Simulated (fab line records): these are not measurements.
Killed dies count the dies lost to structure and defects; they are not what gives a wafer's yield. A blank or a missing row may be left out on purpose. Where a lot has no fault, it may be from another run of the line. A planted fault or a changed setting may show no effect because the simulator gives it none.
fab line records ; flow n5-finfet ; part 1 of 2: steps 1 to 7 of 8
record lots=12; wafers=34; last-day=18
route steps=1938 shown BEOL_M11@1577 BEOL_M15@1830
lots that met no fault: taken from a fault-free run of the same line
start-h: hours from the record's opening day to when the first of the lot's shown wafers began ; wait-h: hours elapsed since this lot's preceding step ; " unchanged from the row above ; L1.1+2: several wafers, shown together as one row ; - no value present, or no start provided ; * or withheld: withheld ; < > ~ a bound
route shown NAME@n: names a module that has steps shown in the file, with the first one's number in the route ; usual: mean/standard deviation of fault-free wafers ; same: alike in all rows ; chamber/n: place in a boat ; sites: per-site readings ; _std_site: standard deviation of those values ; _edge_site: mean of outer sites minus mean of inner sites ; radius-mm: how far each site lies from the wafer's centre ; mask NAME#n: copy n ; behind: the last tool/chamber to shape the wafer ; hold: what put the lot on hold/how long, in hours/how the hold closed ; device: which transistor (n, p or np) failed to switch ; end of line: at the end of the route, the tests of the same wafers ; a step without rows: its recipe alone ; killed: dies lost to structure and defects at the first sort, not the wafer's yield ; map: dies across one wafer; x = killed, . = not, _ = none there
set.NAME: the setting that was run; set.NAME@STEP: the one run at that earlier step ; model.NAME: the simulator's own value behind a step, which no gauge read
steps of the route over a sample of lots; a table a step, a row a wafer
services: from which hour (start-h, from the record's first day; less than 0 if before it) a tool's chamber was out of use, for how many hours, and why
## steps
# step N5_BEOL_M11_STRIP_36
# recipe chemistry=N2/H2; power-w=450; temp-c=40; pressure-mtorr=20; rf-frequency-hz=6e+07; overash-fraction=0.3; bias-power-w=7; h2-frac=0.5; n2-flow-sccm=200; h2-flow-sccm=200
# usual drypump-motor-current-A=5.7/0.37; oes-product-au=0.80/0.1; rf-vpp-V=59.3/1.9; showerhead-plenum-p-Torr=2.53/0.1; throttle-valve-pct=23.5/0.31
lot.wafer;tool;chamber;start-h;wait-h;drypump-motor-current-A;oes-product-au;rf-hours-counter-h;rf-vpp-V;showerhead-plenum-p-Torr;throttle-valve-pct
L999.3;rie-diel-05;0;229.14;0.0;5.1;0.68;246;58.1;2.61;24.0
L999.4;rie-diel-05;2;229.14;0.0;5.6;0.77;141;58.2;2.42;23.3
L999.5;rie-diel-05;2;229.14;0.0;5.6;0.78;-;59.8;2.42;23.3
L100.1;rie-diel-06;1;232.95;0.0;6.0;0.86;73;58.9;2.44;22.8
L100.2;rie-diel-06;3;232.95;0.0;5.3;0.98;5;58.4;2.71;23.7
L100.4;rie-diel-06;2;232.95;0.0;5.9;0.69;234;58.7;2.50;23.6
L101.2;rie-diel-05;2;246.98;0.0;5.6;0.77;146;61.4;2.42;23.3
L101.4;rie-diel-05;3;246.98;0.0;5.7;0.70;-;62.4;2.58;23.6
L101.5;rie-diel-05;2;246.98;0.0;5.6;0.77;-;61.2;2.42;23.3
L102.3;rie-diel-02;1;251.76;0.0;5.4;0.71;206;61.7;2.63;24.1
L102.5;rie-diel-02;0;251.76;0.0;6.5;0.87;-;58.2;2.59;23.7
L102.6;rie-diel-02;3;251.76;0.0;5.5;0.82;-;58.6;2.56;23.5
L103.2;rie-diel-06;1;258.38;0.0;6.0;0.84;80;59.5;2.44;22.9
L103.3;rie-diel-06;2;258.38;0.0;5.9;0.68;241;56.4;2.50;23.6
L103.4;rie-diel-06;3;258.38;0.0;5.3;0.96;11;59.6;2.71;23.7
L107.3;rie-diel-06;3;291.58;0.0;5.2;0.95;20;63.8;2.70;23.7
L107.4;rie-diel-06;1;291.58;0.0;6.0;0.82;90;59.3;2.44;22.8
L108.2;rie-diel-06;3;301.00;0.0;5.2;0.96;23;59.7;2.70;23.7
L108.3;rie-diel-06;1;301.00;0.0;6.0;0.82;92;57.7;2.44;22.9
L108.6;rie-diel-06;0;301.00;0.0;5.2;0.68;-;61.0;2.40;23.8
L110.2;rie-diel-06;3;304.24;0.0;5.3;0.93;25;60.0;2.70;23.7
L110.4;rie-diel-06;1;304.24;0.0;6.1;0.82;-;57.2;2.43;22.9
L116.3;rie-diel-05;2;345.75;0.0;5.6;0.75;183;61.9;2.41;23.3
L116.4;rie-diel-05;1;345.75;0.0;5.8;0.72;205;57.9;2.63;23.7
L116.5;rie-diel-05;2;345.75;0.0;5.6;0.73;-;56.5;2.41;23.3
L121.2;rie-diel-05;0;362.29;0.0;5.1;0.91;29;59.8;2.60;23.9
L121.4;rie-diel-05;2;362.29;0.0;5.6;0.72;188;58.1;2.41;23.4
L121.6;rie-diel-05;2;362.29;0.0;5.7;0.72;-;57.5;2.40;23.4
L118.2;rie-diel-02;0;365.87;0.0;6.5;0.82;71;56.5;2.58;23.8
L118.5;rie-diel-02;3;365.87;0.0;5.5;0.80;-;54.8;2.54;23.6
L118.6;rie-diel-02;2;365.87;0.0;6.2;0.88;-;55.7;2.57;23.4
L120.1;rie-diel-06;2;369.74;0.0;5.9;0.94;13;61.6;2.49;23.3
L120.2;rie-diel-06;3;369.74;0.0;5.2;0.88;44;57.2;2.69;23.7
L120.4;rie-diel-06;2;369.74;0.0;5.9;0.93;-;61.9;2.49;23.3
# step N5_BEOL_M11_TRENCH_ETCH_37
# recipe chemistry=C4F6/O2; target-depth-a=1488.3; target=SiCOH_lowk; time-s=48; ion-energy-ev=250; pressure-mtorr=30; source-w=345; bias-w=185; Ar_flow_sccm=300; C4F6_flow_sccm=10; O2_flow_sccm=10
# usual bias-w=185.0/0.55; drypump-motor-current-A=5.6/0.37; oes_ar_750_au=0.81/0.092; oes-product-au=0.80/0.1; rf-vpp-V=660/13; showerhead-plenum-p-Torr=2.85/0.11; throttle-valve-pct=20.89/0.19
lot.wafer;tool;chamber;start-h;wait-h;bias-w;drypump-motor-current-A;oes_ar_750_au;oes-product-au;rf-hours-counter-h;rf-vpp-V;showerhead-plenum-p-Torr;throttle-valve-pct
L999.3;rie-diel-05;0;229.18;-;184.9;5.1;0.68;0.67;246;677;2.92;21.24
L999.4;rie-diel-05;2;229.18;-;185.5;5.6;0.78;0.77;141;659;2.74;20.82
L999.5;rie-diel-05;2;229.18;-;184.8;5.6;0.77;0.77;-;659;2.74;20.81
L100.1;rie-diel-06;1;232.99;-;185.2;6.0;0.86;0.85;73;662;2.76;20.44
L100.2;rie-diel-06;3;232.99;-;185.2;5.3;0.97;0.98;5;687;3.03;21.03
L100.4;rie-diel-06;2;232.99;-;184.8;5.9;0.69;0.68;234;651;2.83;21.17
L101.2;rie-diel-05;2;247.02;-;185.3;5.6;0.77;0.77;146;659;2.74;20.84
L101.4;rie-diel-05;3;247.02;-;185.0;5.7;0.71;0.70;-;651;2.92;21.17
L101.5;rie-diel-05;2;247.02;-;184.5;5.6;0.77;0.77;-;659;2.74;20.82
L102.3;rie-diel-02;1;251.80;-;184.8;5.4;0.72;0.72;206;645;2.90;21.10
L102.5;rie-diel-02;0;251.80;-;185.8;6.5;0.89;0.88;-;648;2.90;20.88
L102.6;rie-diel-02;3;251.80;-;186.2;5.5;0.83;0.82;-;640;2.89;20.94
L103.2;rie-diel-06;1;258.42;-;186.0;6.0;0.86;0.85;80;661;2.75;20.46
L103.3;rie-diel-06;2;258.42;-;185.1;5.9;0.69;0.67;241;653;2.83;21.20
L103.4;rie-diel-06;3;258.42;-;185.3;5.2;0.96;0.97;11;687;3.03;21.05
L107.3;rie-diel-06;3;291.62;-;185.4;5.2;0.93;0.76;20;686;3.03;21.00
L107.4;rie-diel-06;1;291.62;-;184.9;6.1;0.84;0.83;90;660;2.75;20.46
L108.2;rie-diel-06;3;301.04;-;185.2;5.3;0.93;0.76;23;685;3.03;21.00
L108.3;rie-diel-06;1;301.04;-;183.4;6.1;0.84;0.67;92;661;2.75;20.43
L108.6;rie-diel-06;0;301.04;-;184.4;5.2;0.70;0.69;-;646;2.67;20.93
L110.2;rie-diel-06;3;304.28;-;183.9;5.3;0.92;0.76;25;687;3.02;21.02
L110.4;rie-diel-06;1;304.28;-;185.8;6.0;0.84;0.82;-;662;2.75;20.48
L116.3;rie-diel-05;2;345.79;-;185.2;5.6;0.74;0.74;183;657;2.72;20.89
L116.4;rie-diel-05;1;345.79;-;184.7;5.8;0.74;0.72;205;658;2.95;20.84
L116.5;rie-diel-05;2;345.79;-;184.8;5.6;0.74;0.73;-;657;2.72;20.88
L121.2;rie-diel-05;0;362.33;-;185.7;5.1;0.88;0.89;29;676;2.90;20.97
L121.4;rie-diel-05;2;362.33;-;184.4;5.6;0.74;0.73;188;658;2.72;20.89
L121.6;rie-diel-05;2;362.33;-;184.8;5.6;0.74;0.74;-;657;2.72;20.90
L118.2;rie-diel-02;0;365.91;-;184.6;6.5;0.84;0.82;71;649;2.88;20.92
L118.5;rie-diel-02;3;365.91;-;186.4;5.6;0.80;0.78;-;638;2.87;20.99
L118.6;rie-diel-02;2;365.91;-;185.3;6.2;0.89;0.88;-;666;2.91;20.91
L120.1;rie-diel-06;2;369.78;-;184.3;5.9;0.94;0.95;13;662;2.82;20.86
L120.2;rie-diel-06;3;369.78;-;184.8;5.2;0.89;0.90;45;685;3.02;21.11
L120.4;rie-diel-06;2;369.78;-;185.5;5.9;0.94;0.94;-;663;2.82;20.86
# step N5_BEOL_M11_ETCH_41
# recipe chemistry=CH3F/O2; target=SiCN; target-depth-a=426; taper-deg=2; time-s=86; ion-energy-ev=120; mask-material=TiN; pressure-mtorr=30; source-w=395; bias-w=75; Ar_flow_sccm=150; CH3F_flow_sccm=30; O2_flow_sccm=20
# usual CH3F_flow_sccm=30.00/0.083; bias-w=74.99/0.22; drypump-motor-current-A=5.6/0.37; oes-product-au=0.81/0.1; rf-vpp-V=297.3/1.6; showerhead-plenum-p-Torr=2.00/0.08; throttle-valve-pct=16.28/0.18
lot.wafer;tool;chamber;start-h;wait-h;CH3F_flow_sccm;bias-w;drypump-motor-current-A;oes-product-au;rf-hours-counter-h;rf-vpp-V;showerhead-plenum-p-Torr;throttle-valve-pct
L999.3;rie-diel-05;0;-;-;30.00;74.87;5.1;0.67;246;296.9;2.05;16.65
L999.4;rie-diel-05;2;-;-;29.92;75.37;5.6;0.78;141;296.5;1.92;16.22
L999.5;rie-diel-05;2;-;-;29.94;75.13;5.6;0.77;-;296.0;1.92;16.21
L100.1;rie-diel-06;1;-;-;29.91;75.32;6.0;0.85;73;295.8;1.94;15.90
L100.2;rie-diel-06;3;-;-;29.92;75.15;5.2;0.99;5;299.1;2.14;16.35
L100.4;rie-diel-06;2;-;-;29.91;74.66;5.9;0.68;234;296.6;1.99;16.55
L101.2;rie-diel-05;2;-;-;30.10;75.06;5.6;0.76;146;295.3;1.92;16.22
L101.4;rie-diel-05;3;-;-;30.05;74.87;5.7;0.70;-;299.0;2.06;16.59
L101.5;rie-diel-05;2;-;-;30.08;75.08;5.6;0.76;-;295.1;1.92;16.23
L102.3;rie-diel-02;1;-;-;29.92;74.96;5.4;0.71;206;298.8;2.04;16.55
L102.5;rie-diel-02;0;-;-;29.99;75.00;6.5;0.88;-;299.5;2.04;16.25
L102.6;rie-diel-02;3;-;-;29.92;74.76;5.5;0.81;-;298.9;2.03;16.27
L103.2;rie-diel-06;1;-;-;29.91;75.21;6.0;0.85;80;296.5;1.93;15.92
L103.3;rie-diel-06;2;-;-;30.16;74.89;5.9;0.67;241;298.0;1.98;16.58
L103.4;rie-diel-06;3;-;-;29.93;75.59;5.2;0.97;11;299.8;2.13;16.36
L107.3;rie-diel-06;3;-;-;29.91;74.98;5.3;0.95;20;299.0;2.13;16.38
L107.4;rie-diel-06;1;-;-;30.09;75.15;6.0;0.84;90;296.2;1.93;15.93
L108.2;rie-diel-06;3;-;-;30.00;74.86;5.2;0.94;23;299.6;2.13;16.38
L108.3;rie-diel-06;1;-;-;29.97;74.69;6.0;0.83;92;297.2;1.93;15.94
L108.6;rie-diel-06;0;-;-;30.01;74.87;5.2;0.68;-;296.6;1.88;16.44
L110.2;rie-diel-06;3;-;-;30.01;74.90;5.2;0.93;25;299.8;2.13;16.40
L110.4;rie-diel-06;1;-;-;30.03;75.00;6.1;0.82;-;297.9;1.93;15.94
L116.3;rie-diel-05;2;-;-;30.05;74.80;5.6;0.74;183;296.0;1.91;16.30
L116.4;rie-diel-05;1;-;-;29.95;74.71;5.8;0.73;205;298.1;2.07;16.26
L116.5;rie-diel-05;2;-;-;30.04;74.84;5.6;0.74;-;294.5;1.91;16.30
L121.2;rie-diel-05;0;-;-;30.07;75.13;5.1;0.91;30;300.2;2.04;16.28
L121.4;rie-diel-05;2;-;-;30.00;74.94;5.6;0.73;188;295.0;1.91;16.31
L121.6;rie-diel-05;2;-;-;30.06;74.98;5.6;0.73;-;296.0;1.91;16.31
L118.2;rie-diel-02;0;-;-;30.07;75.18;6.5;0.82;71;299.3;2.03;16.29
L118.5;rie-diel-02;3;-;-;30.09;74.91;5.5;0.78;-;297.1;2.02;16.31
L118.6;rie-diel-02;2;-;-;30.08;75.36;6.1;0.88;-;298.8;2.04;16.24
L120.1;rie-diel-06;2;-;-;30.02;74.58;5.9;0.94;13;295.6;1.98;16.16
L120.2;rie-diel-06;3;-;-;29.94;74.89;5.2;0.90;45;299.4;2.12;16.43
L120.4;rie-diel-06;2;-;-;29.89;75.24;5.9;0.95;-;297.0;1.98;16.15
# step N5_BEOL_M11_OCD_MEAS_38
# usual trench-depth-nm=148.8/2.8
lot.wafer;tool;chamber;start-h;wait-h;trench-depth-nm
L999.3;ocd-01;-;229.37;-;146.1
L999.4;ocd-01;-;229.37;-;149.7
L999.5;ocd-01;-;229.37;-;147.7
L100.1;ocd-02;-;233.17;-;150.8
L100.2;ocd-02;-;233.17;-;150.6
L100.4;ocd-02;-;233.17;-;143.9
L101.2;ocd-01;-;247.21;-;151.0
L101.4;ocd-01;-;247.21;-;148.5
L101.5;ocd-01;-;247.21;-;151.8
L102.3;ocd-02;-;251.99;-;146.6
L102.5;ocd-02;-;251.99;-;151.7
L102.6;ocd-02;-;251.99;-;150.1
L103.2;ocd-01;-;258.60;-;152.3
L103.3;ocd-01;-;258.60;-;145.4
L103.4;ocd-01;-;258.60;-;151.2
L107.3;ocd-02;-;291.81;-;105.1
L107.4;ocd-02;-;291.81;-;149.1
L108.2;ocd-01;-;301.23;-;107.1
L108.3;ocd-01;-;301.23;-;106.3
L108.6;ocd-01;-;301.23;-;143.4
L110.2;ocd-02;-;304.47;-;106.6
L110.4;ocd-02;-;304.47;-;149.0
L116.3;ocd-01;-;345.98;-;149.2
L116.4;ocd-01;-;345.98;-;147.4
L116.5;ocd-01;-;345.98;-;148.8
L121.2;ocd-01;-;362.52;-;153.1
L121.4;ocd-01;-;362.52;-;149.6
L121.6;ocd-01;-;362.52;-;148.9
L118.2;ocd-02;-;366.09;-;151.0
L118.5;ocd-02;-;366.09;-;148.0
L118.6;ocd-02;-;366.09;-;149.7
L120.1;ocd-01;-;369.96;-;153.6
L120.2;ocd-01;-;369.96;-;152.0
L120.4;ocd-01;-;369.96;-;153.6
# step N5_BEOL_M11_ALD_74
# recipe material=TaN; target-thk-a=20; temp-c=275; ald-precursor-family=PDMAT; ald-co-reactant=NH3; pressure-torr=3; carrier-flow-sccm=1500; pulse-time-s=2; purge-time-s=3; co-reactant-purge-time-s=2; co-reactant-pulse-time-s=3; ald-cycles=40; precursor-vessel-temp-c=75; precursor-vessel-pressure-torr=26.25; precursor-vessel-carrier-sccm=1000
# usual heater-power-w=433/37
# same purge-time-s=3
lot.wafer;tool;chamber;start-h;wait-h;heater-power-w
L999.3;ald-metal-01;2;230.01;0.0;387
L999.4;ald-metal-01;0;230.01;0.0;424
L999.5;ald-metal-01;3;230.01;0.0;407
L100.1;ald-metal-04;0;234.43;0.3;426
L100.2;ald-metal-04;3;234.43;0.3;522
L100.4;ald-metal-04;2;234.43;0.3;443
L101.2;ald-metal-04;3;249.44;0.3;516
L101.4;ald-metal-04;1;249.44;0.3;455
L101.5;ald-metal-04;0;249.44;0.3;423
L102.3;ald-metal-02;3;252.76;0.1;406
L102.5;ald-metal-02;2;252.76;0.1;402
L102.6;ald-metal-02;3;252.76;0.1;409
L103.2;ald-metal-04;2;260.12;0.0;441
L103.3;ald-metal-04;1;260.12;0.0;447
L103.4;ald-metal-04;0;260.12;0.0;433
L107.3;ald-metal-01;2;292.79;0.3;387
L107.4;ald-metal-01;3;292.79;0.3;412
L108.2;ald-metal-02;0;302.20;0.1;437
L108.3;ald-metal-02;1;302.20;0.1;500
L108.6;ald-metal-02;1;302.20;0.1;511
L110.2;ald-metal-02;1;305.23;0.0;498
L110.4;ald-metal-02;1;305.23;0.0;511
L116.3;ald-metal-04;3;346.77;0.0;524
L116.4;ald-metal-04;1;346.77;0.0;452
L116.5;ald-metal-04;3;346.77;0.0;514
L121.2;ald-metal-02;3;363.16;0.1;413
L121.4;ald-metal-02;1;363.16;0.1;437
L121.6;ald-metal-02;3;363.16;0.1;404
L118.2;ald-metal-04;0;366.75;0.0;428
L118.5;ald-metal-04;0;366.75;0.0;427
L118.6;ald-metal-04;1;366.75;0.0;454
L120.1;ald-metal-01;2;370.63;0.0;386
L120.2;ald-metal-01;0;370.63;0.0;427
L120.4;ald-metal-01;1;370.63;0.0;440
# step N5_BEOL_M11_THK_MEAS_53
# recipe thk-meas-gauge=xrf; reads=Cu_of_BEOL_M11_ECD_50
# usual M11_THK=140/3.3
lot.wafer;tool;chamber;start-h;wait-h;M11_THK[nm]
L999.3;film-metro-02;-;231.39;-;137
L999.4;film-metro-02;-;231.39;-;140
L999.5;film-metro-02;-;231.39;-;139
L100.1;film-metro-02;-;236.59;-;139
L100.2;film-metro-02;-;236.59;-;139
L100.4;film-metro-02;-;236.59;-;135
L101.2;film-metro-02;-;250.84;-;143
L101.4;film-metro-02;-;250.84;-;141
L101.5;film-metro-02;-;250.84;-;144
L102.3;film-metro-02;-;254.79;-;138
L102.5;film-metro-02;-;254.79;-;143
L102.6;film-metro-02;-;254.79;-;141
L103.2;film-metro-02;-;261.67;-;144
L103.3;film-metro-02;-;261.67;-;137
L103.4;film-metro-02;-;261.67;-;142
L107.3;film-metro-01;-;294.60;-;95
L107.4;film-metro-01;-;294.60;-;139
L108.2;film-metro-02;-;303.62;-;99
L108.3;film-metro-02;-;303.62;-;99
L108.6;film-metro-02;-;303.62;-;136
L110.2;film-metro-01;-;306.66;-;99
L110.4;film-metro-01;-;306.66;-;140
L116.3;film-metro-01;-;348.57;-;140
L116.4;film-metro-01;-;348.57;-;138
L116.5;film-metro-01;-;348.57;-;140
L121.2;film-metro-01;-;364.83;-;146
L121.4;film-metro-01;-;364.83;-;143
L121.6;film-metro-01;-;364.83;-;141
L118.2;film-metro-01;-;368.87;-;143
L118.5;film-metro-01;-;368.87;-;138
L118.6;film-metro-01;-;368.87;-;141
L120.1;film-metro-01;-;373.47;-;147
L120.2;film-metro-01;-;373.47;-;143
L120.4;film-metro-01;-;373.47;-;146
# step N5_BEOL_M11_RS_MEAS_57
# recipe thk-meas-gauge=four-point-probe; reads=Cu_of_BEOL_M11_ECD_50+Co_of_BEOL_M11_CVD_75+TaN_of_BEOL_M11_ALD_74
# usual M11_RS=0.151/0.0037
lot.wafer;tool;chamber;start-h;wait-h;M11_RS[ohm/sq]
L999.3;film-metro-01;-;231.52;0.0;0.153
L999.4;film-metro-01;-;231.52;0.0;0.150
L999.5;film-metro-01;-;231.52;0.0;0.151
L100.1;film-metro-01;-;236.72;0.0;0.150
L100.2;film-metro-01;-;236.72;0.0;0.151
L100.4;film-metro-01;-;236.72;0.0;0.157
L101.2;film-metro-02;-;250.97;0.0;0.148
L101.4;film-metro-02;-;250.97;0.0;0.151
L101.5;film-metro-02;-;250.97;0.0;0.147
L102.3;film-metro-02;-;254.95;0.0;0.153
L102.5;film-metro-02;-;254.95;0.0;0.146
L102.6;film-metro-02;-;254.95;0.0;0.149
L103.2;film-metro-01;-;261.79;0.0;0.147
L103.3;film-metro-01;-;261.79;0.0;0.155
L103.4;film-metro-01;-;261.79;0.0;0.149
L107.3;film-metro-02;-;294.75;0.0;0.231
L107.4;film-metro-02;-;294.75;0.0;0.150
L108.2;film-metro-02;-;303.75;0.0;0.221
L108.3;film-metro-02;-;303.75;0.0;0.222
L108.6;film-metro-02;-;303.75;0.0;0.155
L110.2;film-metro-01;-;306.78;0.0;0.223
L110.4;film-metro-01;-;306.78;0.0;0.150
L116.3;film-metro-01;-;348.70;0.0;0.150
L116.4;film-metro-01;-;348.70;0.0;0.153
L116.5;film-metro-01;-;348.70;0.0;0.151
L121.2;film-metro-01;-;364.95;0.0;0.145
L121.4;film-metro-01;-;364.95;0.0;0.148
L121.6;film-metro-01;-;364.95;0.0;0.150
L118.2;film-metro-01;-;368.99;0.0;0.149
L118.5;film-metro-01;-;368.99;0.0;0.154
L118.6;film-metro-01;-;368.99;0.0;0.151
L120.1;film-metro-02;-;373.59;0.0;0.144
L120.2;film-metro-02;-;373.59;0.0;0.148
L120.4;film-metro-02;-;373.59;0.0;0.145
## key
first-sign step=N5_BEOL_M11_OCD_MEAS_38; reading=trench-depth-nm; direction=down; sigmas=15; usual=148.8; struck=106.3
effect step=N5_BEOL_M11_THK_MEAS_53; reading=M11_THK; direction=down; sigmas=13; usual=140; struck=98
effect step=N5_BEOL_M11_RS_MEAS_57; reading=M11_RS; direction=up; sigmas=20; usual=0.151; struck=0.225
effect step=N5_BEOL_M15_RC_MEAS_101; reading=SERP_M11; direction=up; sigmas=16; usual=3.06; struck=4.54
met-at N5_BEOL_M11_TRENCH_ETCH_37
struck-lots L107,L108,L110
struck-wafers L107.3,L108.2,L108.3,L110.2
sort-left-out L107.3,L108.2,L108.3,L110.2
not-acting-at N5_BEOL_M11_STRIP_36,N5_BEOL_M11_ETCH_41,N5_BEOL_M11_ALD_74
onset-between 258.42 291.62
fault kind=process-parameter-drift; tool=rie-diel-06; chamber=-; onset-h=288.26; steps=N5_BEOL_M11_TRENCH_ETCH_37; channel=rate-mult; offset=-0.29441; shape=step; end-h=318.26; scope=struck-wafers-only
# sort-left-out: the simulated sort isn't trusted on such a fault, so these wafers' sort isn't shown, and their yield isn't known
